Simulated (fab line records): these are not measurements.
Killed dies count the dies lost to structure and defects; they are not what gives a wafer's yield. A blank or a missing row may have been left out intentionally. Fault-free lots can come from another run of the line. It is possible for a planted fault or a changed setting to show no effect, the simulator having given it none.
fab line records + flow n5Finfet
record
- lots=4
- wafers=10
- lastDay=19
route steps=1938 shown BEOL_M4@1099 BEOL_M5@1112 BEOL_M11@1575 PASSIVATION@1936
lots that met no fault: from a run of the same line without faults
startH: hours from the record's opening day to when the first of the lot's shown wafers began + waitH: hours since the lot's step before + " as in the row above + L1.1+2: a single row standing in for several wafers + - no value present, or no start provided + * or withheld: withheld + < > ~ a bound
route shown NAME@n: names a module that has steps shown in the file, with the first one's number in the route + usual: mean and standard deviation over wafers with no fault + same: alike in all rows + chamber/n: place in a boat + sites: per-site readings + _std_site: standard deviation across them + _edge_site: the outer-site mean with the inner-site mean subtracted + radiusMm: how far each site lies from the wafer's centre + mask NAME#n: copy n + behind: tool/chamber where the wafer was last shaped + hold: reason for holding the lot/hours on hold/outcome of the hold + device: the transistor (n, p or np) that didn't switch + end of line: at the end of the route, the tests of the same wafers + a step without rows: its recipe alone + killed: dies lost to structure and defects at the first sort, not the wafer's yield + map: a wafer's dies, x killed, . not, _ none there
set.NAME: setting as actually run; set.NAME@STEP: the setting as run at that earlier step + model.NAME: the simulator's own value behind a step, which no gauge read
certain route steps with their lots: each step a table, each wafer a row
services: the hour from which a tool's chamber was out of use, counted from the record's first day as startH (under 0 if before that day), plus the number of hours and why
## steps
# step N5_BEOL_M4_ANNEAL_95
# recipe
- tempC=400
- timeS=240
- ambient=vacuum
# step N5_BEOL_M4_SPUTTER_96
# recipe
- material=Cu
- targetThkA=45
- tempC=-20
- chamberPressurePa=0.07
- powerW=withheld
- timeS=8.29
# step N5_BEOL_M4_ECD_50
# recipe
- material=Cu
- targetThkA=3000
# step N5_BEOL_M4_ANNEAL_51
# recipe
- tempC=225
- timeS=90
- ambient=N2
# step N5_BEOL_M4_CMP_52
# recipe
- stopOn=SiOC
- tOverpolishS=6.8
- downForcePsi=1
- platenRpm=50
- clearingPlatenDownForcePsi=1.5
- clearingPlatenRpm=50
- postCmpClean=cuAlkaline
- targetThkNm=40
- clearingPlatenPadVelocityMS=0.99484
- padVelocityMS=0.99484
# step N5_BEOL_M4_PRE_CLEAN_60
# recipe
- gas=NH3/H2
- timeS=15
- tempC=*
- rfPowerW=300
# step N5_BEOL_M4_CO_CAP_55
# recipe
- material=Co
- targetThkA=20
- tempC=200
- precursor=CCTBA/H2
- pressureTorr=30
- timeS=102.1
# step N5_BEOL_M4_PRE_CLEAN_56
# recipe
- gas=NH3
- timeS=15
- tempC=withheld
- rfPowerW=300
# step N5_BEOL_M4_DEP_57
# recipe
- material=SiCN
- targetThkA=80
- tempC=withheld
- precursor=3MS/NH3
- pressureTorr=3
- rfW=202
- timeS=14
# step N5_BEOL_M4_RC_MEAS_101
# usual
- DIBL_N=36.3/2.2
- DIBL_P=36.0/2.4
- IOFF_N=0.16/0.042
- IOFF_P=0.22/0.041
- ION_N=672/14
- ION_P=462/7.9
- SS_N=71.7/0.76
- SS_P=73.3/0.72
- VT_N=250/3.6
- VT_P=-249/3
| lot.wafer | tool      | chamber | startH | waitH | DIBL_N[mV/V] | DIBL_P[mV/V] | IOFF_N[nA/um] | IOFF_P[nA/um] | ION_N[uA/um] | ION_P[uA/um] | SS_N[mV/dec] | SS_P[mV/dec] | VT_N[mV] | VT_P[mV] |
|-----------|-----------|---------|--------|-------|--------------|--------------|---------------|---------------|--------------|--------------|--------------|--------------|----------|----------|
| L620.2    | prober-02 | 0       | 249.84 | 0.2   | 36.3         | 37.3         | 0.21          | 0.30          | 674          | 472          | 72.5         | 73.7         | 247      | -243     |
| L620.4    | "         | 0       | "      | "     | 31.3         | 31.8         | 0.11          | 0.19          | 669          | 470          | 71.0         | 72.7         | 252      | -251     |
| L618.2    | prober-02 | 0       | 251.81 | 0.2   | 38.2         | 38.3         | 0.19          | 0.27          | 687          | 470          | 72.1         | 74.0         | 244      | -246     |
| L618.3    | "         | 0       | "      | "     | 37.7         | 36.9         | 0.16          | 0.25          | 650          | 452          | 72.6         | 74.3         | 252      | -246     |
| L622.1    | prober-01 | 0       | 269.53 | 0.0   | 33.7         | 33.3         | 0.11          | 0.15          | 661          | 456          | 70.8         | 72.6         | 257      | -256     |
| L622.5    | "         | 0       | "      | "     | 33.9         | 32.6         | 0.11          | 0.15          | 644          | 437          | 71.5         | 72.1         | 253      | -253     |
| L622.6    | "         | 0       | "      | "     | 31.5         | 30.9         | 0.09          | 0.13          | 651          | 452          | 70.0         | 71.6         | 256      | -256     |
| L628.2    | prober-02 | 0       | 334.07 | 0.2   | 37.4         | 38.5         | 0.18          | 0.21          | 685          | 464          | 71.3         | 73.4         | 246      | -250     |
| L628.4    | "         | 0       | "      | "     | 40.0         | 41.9         | 0.24          | 0.28          | 691          | 470          | 72.4         | 74.4         | 244      | -251     |
| L628.5    | "         | 0       | "      | "     | 38.7         | 40.5         | 0.21          | 0.24          | 692          | 465          | 71.8         | 73.6         | 245      | -249     |
# step N5_BEOL_M5_ILD_DEP_00
# recipe
- material=SiCOH_lowk
- targetThkA=1406.4
- tempC=300
- precursor=DEMS/porogen
- pressureTorr=5
- rfW=500
- timeS=25.9
# step N5_BEOL_M5_CURE_79
# recipe
- tempC=385
- timeS=240
- ambient=He/Ar
- material=SiCOH_lowk
# step N5_BEOL_M5_PECVD_70
# recipe
- material=SiO2
- targetThkA=160
- tempC=400
- precursor=TEOS/O2
- pressureTorr=5.5
- rfW=450
- teosFlowSccm=53.8
- gas=O2
- flowSccm=3000
- timeS=18
# step N5_BEOL_M5_HM_DEP_02
# recipe
- material=TiN
- targetThkA=200
- tempC=25
- chamberPressurePa=0.49996
# step N5_BEOL_M5_COAT_59
# recipe
- resist=SOC
- tempC=250
- timeS=60
- spinRpm=1500
- resistThkNm=60
# step N5_BEOL_M5_COAT_60
# recipe
- resist=SiARC
- tempC=220
- timeS=60
- spinRpm=1500
- resistThkNm=12
# step N5_BEOL_M5_COAT_71
# recipe
- resist=underlayer
- tempC=205
- timeS=60
- spinRpm=1500
- resistThkNm=5
# step N5_BEOL_M5_COAT_05
# recipe
- resist=CAR-EUV
- spinRpm=1500
- resistThkNm=30
# step N5_BEOL_M5_EBR_07
# recipe
- solvent=PGMEA
- ebrWidthMm=1.5
# step N5_BEOL_M5_SOFTBAKE_06
# recipe
- tempC=110
- timeS=60
- resist=CAR-EUV
# step N5_BEOL_M5_EXPOSE_08
# recipe
- maskId=M5
- na=0.33
- sourceShape=annular
- sigmaInner=0.4
- sigmaOuter=0.8
- polarization=unpolarized
- targetCdNm=28
- doseMj=35.75
# step N5_BEOL_M5_PEB_09
# recipe
- pebTempC=100
- pebTimeS=60
- resist=CAR-EUV
# step N5_BEOL_M5_DEVELOP_10
# recipe
- developTimeS=30
- developer=TMAH
- resist=CAR-EUV
- rinseLiquid=surfactantRinse
- dry=airSpin
- devTempC=23
# step N5_BEOL_M5_DESCUM_16
# recipe
- chemistry=O2
- timeS=7
- sourcePowerW=50
- biasPowerW=20
- pressureMtorr=20
- rfFrequencyHz=2.712e+07
- tempC=40
- resist=CAR-EUV
- o2FlowSccm=225
# step N5_BEOL_M5_ETCH_72
# recipe
- chemistry=N2/H2
- target=underlayer
- targetDepthA=65
- maskMaterial=CAR-EUV
- timeS=5.2
- ionEnergyEv=200
- pressureMtorr=30
- sourceW=840
- biasW=150
- n2FlowSccm=200
- h2FlowSccm=200
- ends=cleared
# step N5_BEOL_M5_ETCH_61
# recipe
- chemistry=CF4
- target=SiARC
- targetDepthA=156
- maskMaterial=CAR-EUV
- timeS=26
- ionEnergyEv=80
- pressureMtorr=40
- sourceW=545
- biasW=36
- Ar_flow_sccm=100
- cf4FlowSccm=100
- ends=cleared
# step N5_BEOL_M5_ETCH_62
# recipe
- chemistry=N2/H2
- target=SOC
- targetDepthA=750
- overetchA=150
- maskMaterial=SiARC
- tempC=40
- timeS=112.5
- ionEnergyEv=200
- pressureMtorr=30
- sourceW=840
- biasW=150
- n2FlowSccm=200
- h2FlowSccm=200
# step N5_BEOL_M5_STRIP_63
# recipe
- chemistry=N2/H2
- tempC=40
- n2FlowSccm=200
- h2FlowSccm=200
- rfFrequencyHz=6e+07
# step N5_BEOL_M5_STRIP_73
# recipe
- chemistry=N2/H2
- tempC=40
- n2FlowSccm=200
- h2FlowSccm=200
- rfFrequencyHz=6e+07
# step N5_BEOL_M5_STRIP_64
# recipe
- chemistry=CF4
- resist=SiARC
- powerW=300
- biasPowerW=75
- pressureMtorr=50
- cf4FlowSccm=150
- rfFrequencyHz=6e+07
# step N5_BEOL_M5_HM_OPEN_17
# recipe
- chemistry=Cl2/BCl3
- targetDepthA=200
- overetchA=60
- target=TiN
- maskMaterial=SOC
- ionEnergyEv=150
- pressureMtorr=10
- icpW=1000
- biasW=126
- Cl2_flow_sccm=53.25
- bcl3FlowSccm=21.75
- Ar_flow_sccm=25
# step N5_BEOL_M5_STRIP_19
# recipe
- chemistry=O2
- powerW=400
- tempC=40
- pressureMtorr=30
- rfFrequencyHz=6e+07
- biasPowerW=0
- overashFraction=0.2
- o2FlowSccm=225
# step N5_BEOL_M5_COAT_65
# recipe
- resist=SOC
- tempC=250
- timeS=60
- spinRpm=1500
- resistThkNm=60
# step N5_BEOL_M5_COAT_66
# recipe
- resist=SiARC
- tempC=220
- timeS=60
- spinRpm=1500
- resistThkNm=12
# step N5_BEOL_M11_VIA_ETCH_34
# recipe
- chemistry=C4F6/O2
- target=SiCOH_lowk
- targetDepthA=1845
- maskMaterial=SOC
- taperDeg=4
- timeS=69.2
- ionEnergyEv=250
- pressureMtorr=30
- sourceW=345
- biasW=185
- Ar_flow_sccm=300
- C4F6_flow_sccm=10
- O2_flow_sccm=10
# usual
- O2_flow_sccm=10.002/0.029
- biasW=185.0/0.54
- drypumpMotorCurrentA=5.5/0.48
- mfcArSccm=300.0/0.89
- oesProductAu=0.77/0.068
- rfVppV=665/11
- showerheadPlenumPTorr=2.86/0.067
- throttleValvePct=20.96/0.16
| lot.wafer | tool       | chamber | startH | waitH | O2_flow_sccm | biasW | drypumpMotorCurrentA | mfcArSccm | oesProductAu | rfHoursCounterH | rfVppV | showerheadPlenumPTorr | throttleValvePct | model.etch.depthNm | model.SOC_of_BEOL_M11_COAT_63.thkNm |
|-----------|------------|---------|--------|-------|--------------|-------|----------------------|-----------|--------------|-----------------|--------|-----------------------|------------------|--------------------|-------------------------------------|
| L618.2    | rieDiel-04 | 0       | 309.94 | 0.0   | 9.994        | 185.8 | 5.1                  | 300.1     | 0.65         | 130             | 657    | 2.85                  | 20.89            | 140.9              | 93.6                                |
| L618.3    | "          | 2       | "      | "     | 9.998        | 184.5 | 4.9                  | 299.9     | 0.82         | 112             | 691    | 2.76                  | 21.12            | 187.2              | 91.6                                |
| L620.2    | rieDiel-04 | 1       | 314.95 | 0.0   | 9.994        | 184.8 | 6.1                  | 300.3     | 0.61         | 207             | 667    | 2.94                  | 20.86            | 137.7              | 93.4                                |
| L620.4    | "          | 0       | "      | "     | 10.034       | 185.1 | 5.1                  | 300.2     | 0.77         | 131             | 658    | 2.85                  | 20.93            | 187.1              | 91.2                                |
| L622.1    | rieDiel-02 | 3       | 329.43 | 0.0   | 9.993        | 185.7 | 5.0                  | 300.4     | 0.72         | 211             | 671    | 2.95                  | 20.89            | 179.6              | 92.4                                |
| L622.5    | "          | 1       | "      | "     | 9.945        | 184.7 | 5.7                  | 300.6     | 0.75         | -               | 658    | 2.81                  | 20.78            | 184.2              | 92.4                                |
| L622.6    | "          | 0       | "      | "     | 9.992        | 184.6 | 5.3                  | 299.3     | 0.67         | -               | 660    | 2.79                  | 21.11            | 176.7              | 92.8                                |
| L628.2    | rieDiel-04 | 1       | 410.75 | 0.0   | 10.049       | 184.3 | 6.1                  | 299.5     | 0.70         | 233             | 666    | 2.93                  | 20.94            | 184.4              | 91.4                                |
| L628.4    | "          | 1       | "      | "     | 10.001       | 184.0 | 6.1                  | 299.9     | 0.70         | -               | 666    | 2.93                  | 20.93            | 183.7              | 91.8                                |
| L628.5    | "          | 1       | "      | "     | 10.040       | 184.2 | 6.2                  | 298.8     | 0.70         | -               | 667    | 2.93                  | 20.94            | 183.4              | 91.4                                |
# step N5_PASSIVATION_PROBE_49
# usual
- defectLimitedYield=91.3/1.7
- killed_at_M0_to_M3=33/9.9
- killed_at_M4_up=14/6.4
- killedAtContacts=12/7
- killedAtFrontEnd=41/13
- killedAtOther=3.1/2.9
- killedDies=103/20
- killedOnRim=13/4
- killedOpen=67/14
- killedShort=34/9.4
- sort_bin_5_function=5.1/1.1
- sort_bin_6_memory=3.2/0.79
- sort_bin_8_speed=0.02/0.15
- sortNPass=1077/21
- sortYieldPct=91.2/1.7
# same
- grossDies=1180
- killedAtBackSide=0
- sort_bin_4_leakage[%]=0
| lot.wafer | tool      | chamber | startH | waitH | defectLimitedYield[%] | killed_at_M0_to_M3 | killed_at_M4_up | killedAtContacts | killedAtFrontEnd | killedAtOther | killedDies | killedOnRim | killedOpen | killedShort | sort_bin_5_function[%] | sort_bin_6_memory[%] | sort_bin_8_speed[%] | sortNPass | sortYieldPct[%] |
|-----------|-----------|---------|--------|-------|-----------------------|--------------------|-----------------|------------------|------------------|---------------|------------|-------------|------------|-------------|------------------------|----------------------|---------------------|-----------|-----------------|
| L618.2    | prober-02 | -       | 351.45 | 0.1   | 10.3                  | 31                 | 994             | 2                | 30               | 1             | 1058       | 152         | 44         | 25          | 87.4                   | 2.1                  | 0                   | 122       | 10.3            |
| L618.3    | prober-02 | -       | 351.50 | 0.1   | 92.0                  | 37                 | 11              | 14               | 30               | 2             | 94         | 9           | 59         | 35          | 5.4                    | 2.2                  | 0                   | 1086      | 92.0            |
| L620.2    | prober-01 | -       | 362.36 | 0.1   | 1.5                   | 26                 | 1081            | 6                | 37               | 12            | 1162       | 138         | 53         | 34          | 95.8                   | 2.4                  | 0                   | 18        | 1.5             |
| L620.4    | prober-01 | -       | 362.46 | 0.2   | 92.7                  | 20                 | 10              | 9                | 39               | 8             | 86         | 14          | 61         | 24          | 4.2                    | 2.8                  | 0                   | 1094      | 92.7            |
# killed by level:class
L618.2 BEOL_M11:areaEtch=989 BEOL_M2:geometricParticle:open=9 FIN_SAQP:geometricParticle:short=8 DUMMY_GATE:geometricParticle:open=7 BEOL_M0_SAQP:geometricParticle:open=7 BEOL_M0_SAQP:geometricParticle:short=6 STI_FIN_REVEAL:geometricParticle:open=4 FIN_SAQP:geometricParticle:open=3
L618.3 MOL_CONTACT_COAG:geometricParticle:open=11 FIN_SAQP:geometricParticle:open=9 FIN_SAQP:geometricParticle:short=9 BEOL_M0_SAQP:geometricParticle:short=9 BEOL_M1:geometricParticle:open=8 BEOL_M4:geometricParticle:open=7 BEOL_M0_SAQP:geometricParticle:open=5 BEOL_M2:geometricParticle:short=5
L620.2 BEOL_M11:areaEtch=1072 GATE_CUT:geometricParticle:short=8 FIN_SAQP:geometricParticle:open=7 BEOL_M3:geometricParticle:open=7 STI_FIN_REVEAL:geometricParticle:open=7 BEOL_M0_SAQP:geometricParticle:open=6 MOL_CONTACT_COAG:geometricParticle:open=5 STARTING-WAFER:geometricParticle:open=4
L620.4 FIN_SAQP:geometricParticle:open=12 MOL_CONTACT_COAG:geometricParticle:open=8 STI_FIN_REVEAL:geometricParticle:open=7 BEOL_M1:geometricParticle:open=6 GATE_CUT:geometricParticle:open=5 BEOL_M0_SAQP:geometricParticle:open=4 PASS1_CAP:geometricParticle:short=4 FIN_SAQP:geometricParticle:short=3
# map L618.2 (x killed, . not)
_________________xxxxxxxxxxxx________________
______________xxxxxxxxxxxxxxxxxx_____________
___________xxxxx.xxxxxxxxxxxxxxxxxx__________
__________xxxxxxxxxxxxxxxxxxxxxxxxxx_________
________xxxxxx.xxxxxxxxxxxxxxxxxxxxxxx_______
_______xxxxxxxxx.xxxxxxxxx..xxxxxxxxxxx______
______xxxxxxx.x.xxxxxxxxxxx.xxxxxxxxxxxx_____
_____xxxxxxxxxx.x.xxxxxxxx.x..xxxxxxxxxxx____
____xxxxxxxxxxxxxxxxxxxxx.xxx..xxxxxxxxxxx___
___xxxxxxxxxxxxxx.xxxxxxx.xx.xx.xxxxxxxxxxx__
___xxxxxxxxxxx..x.xxxxxx.x.xxxxxxxxxxxxxxxx__
__xxxxxxxxxxxxx.x..xxxxxxxxxxxxxxxxxxxxxxxxx_
__xxxxxxxxxxxxxx.x.x.xxxxxxxxx.xxxxxxxxxxxxx_
_xxxxxxxxxxxxxxx..x...x.xxxxxxxxxxxxxxxxxxxxx
_xxxxxxxxxxx.xxx.x...xxxxxxxxxxxxxxxxxxxxxxxx
_xxxxxxxx..xxxxxx..xx.x..x.xxxxxxxxxxxxxxxxxx
_xxxxxxxxxxxx.x.......xx....xxxxxxxxxxxxxxxxx
_xxxxxxxxxx..xxxxxx.x.xxxxxxxxxxxxxxxxxxxxxxx
_xxxxxxxx.x.xxxxx..xx.x.xxxx.xxxxxxxxxxxxxxxx
_xxxxxxxxxxxxxxxxxx.xxxxxxx.xxx.x.xxxxxxxxxxx
_xxxxxxxxxxxxxx.xx.x.xxxxxxxxxxxxxxxxxxxxxxxx
__xxxxxxxx.xxxxxxxxxx...xxxxxxx.xxxx.xxxxxxx_
__xxxxxxxxxxxxxxxxxxxxxxxxxx.xxxxxxxxxxxxxxx_
___xxxxxxxxxxxxxxxxxxxxxxxx..xxxxxxxxxxxxxx__
___xxxxxxxxxxx.xxxxxx..xx....xxxxxxxxxxxxxx__
____xxxxxxxxxx.x.x..xxxxxx..xxxxx.xxxxxxxx___
_____xxxxxxxxxxxxxxx.xxx..x..x.xxxxxxxxxx____
______xxxxxxx.xxxxxxxxx.xx...x.xxx..xxxx_____
_______xxxxxxxxxxxxxxxxx.xxxx.xxxxxxxxx______
________xxxxxxxxxxxxxxxxxxx.xxxxxxxxxx_______
__________xxxxxxxxxxxxxxxxxx.xxxxxxx_________
___________xxxxxxxxxxxxxxxxxxxxxxxx__________
______________xxxxxxxxxxxxxxxxxx_____________
_________________xxxxxxxxxxxx________________
# map L620.2 (x killed, . not)
_________________xxxxxxxx....________________
______________x.xxxxxxxxxxxxxxxx_____________
___________xxx.xxxxxxxxxxxxxx.xxxxx__________
__________xxxxxxxxxxxxxxxxxxxxxxxxxx_________
________xxxxxxxxxxxxxxxxxxxxxxxxxxxxxx_______
_______xxxx.xxxxxxxxxxxxxxxxxxxxxxxxxxx______
______xxxxxxxxxxxxxxxxxxxxxxxxxxxxxxxxxx_____
_____xxxxxxxxxxxxxxxxxxxxxxxxxxxxxxxxxxx.____
____xxxxxxxxxxxxxxxxxxxxxxxxxxxxxxxxxxxx.x___
___xxxxxxxxxxxxxxxxxxxxxxxxxxxxxxxxxxxxxxxx__
___xxxxxxxxxxxxxxxxxxxxxxxxxxxxxxxxxxxxxxxx__
__xxxxxxxxxxxxxxxxxxxxxxxxxxxxxxxxxxxxxxxxx._
__xxxxxxxxxxxxxxxxxxxxxxxxxxxxxxxxxxxxxxxxxx_
_xxxxxxxxxxxxxxxxxxxxxxxxxxxxxxxxxxxxxxxxxx.x
_xxxxxxxxxxxxxxxxxxxxxxxxxxxxxxxxxxxxxxxxxxxx
_xxxxxxxxxxxxxxxxxxxxxxxxxxxxxxxxxxxxxxx.xx.x
_xxxxxxxxxxxxxxxxxxxxxxxxxxxxxxxxxxxxxxxxxxxx
_xxxxxxxxxxxxxxxxxxxxxxxxxxxxxxxxxxxxxxxxxxx.
_xxxxxxxxxxxxxxxxxxxxxxxxxxxxxxxxxxxxxxxxxxxx
_xxxxxxxxxxxxxxxxxxxxxxxxxxxxxxxxxxxxxxxxxxxx
_xxxxxxxxxxxxxxxxxxxxxxxxxxxxxxxxxxxxxxxxxxxx
__xxxxxxxxxxxxxxxxxxxxxxxxxxxxxxxxxxxxxxxxxx_
__xxxxxxxxxxxxxxxxxxxxxxxxxxxxxxxxxxxxxxxxxx_
___xxxxxxxxxxxxxxxxxxxxxxxxxxxxxxxxxxxxxxxx__
___xxxxxxxxxxxxxxxxxxxxxxxxxxxxxxxxxxxxxxxx__
____xxxxxxxxxxxxxxxxxxxxxxxxxxxxxxxxxxxxxx___
_____xxxxxxxxxxxxxxxxxxxxxxxxxxxxxxxxxxxx____
______xxxxxxxxxxxxxxxxxxxxxxxxxxxxxxxx.._____
_______xxxxxxxxxxxxxxxxxxxxxxxxxxxxxxxx______
________xxxxxxxxxxxxxxxxxxxxxxxxxxxxxx_______
__________xxxxxxxxxxxxxxxxxxxxxxxxxx_________
___________xxxxxxxxxxxxxxxxxxxxxxxx__________
______________.xxxxxxxxxxxxxxxxx_____________
_________________xxxxxxxxxxxx________________
## services
| tool       | chamber | startH | hours | kind                        |
|------------|---------|--------|-------|-----------------------------|
| rieDiel-04 | 3       | 342.35 | 3.4   | repair                      |
| rieDiel-02 | 0       | 344.87 | -     | clean                       |
| rieDiel-02 | 0       | 344.87 | -     | consumableReplace:focusRing |
| rieDiel-02 | 0       | 344.87 | 15.9  | scheduledDown               |
| rieDiel-02 | 0       | 344.87 | 15.9  | ventCycle                   |
| rieDiel-02 | 3       | 347.28 | 2.8   | repair                      |
| rieDiel-04 | 0       | 359.94 | 1.7   | repair                      |
| rieDiel-04 | 3       | 395.94 | 23.0  | repair                      |
| rieDiel-04 | -       | 403.75 | 0.9   | repair                      |
| rieDiel-04 | 0       | 409.11 | 3.8   | repair                      |
## key
firstSign
- step=N5_PASSIVATION_PROBE_49
- reading=killed_at_M4_up
- direction=up
- sigmas=99+
- usual=14
- struck=1038
effect
- step=N5_PASSIVATION_PROBE_49
- reading=sort_bin_5_function
- direction=up
- sigmas=78
- usual=5.1
- struck=91.6
modelEffect
- step=N5_BEOL_M11_VIA_ETCH_34
- value=etch.depthNm
- without=185
- struck=139.3
moreKillsBornAt
- N5_BEOL_M11_VIA_ETCH_34@rieDiel-04=2061
metAt N5_BEOL_M11_VIA_ETCH_34
struckWafers L618.2,L620.2
laterRowsLeftOut L618.2,L620.2
fault
- kind=processParameterDrift
- tool=rieDiel-04
- chamber=-
- onsetH=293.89
- steps=N5_BEOL_M11_VIA_ETCH_34
- channel=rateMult
- offset=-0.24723
- shape=step
- endH=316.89
- scope=struckWafersOnly
# laterRowsLeftOut: the simulator's readings of these wafers behind a module that went badly wrong aren't trusted and aren't shown, but for the sort
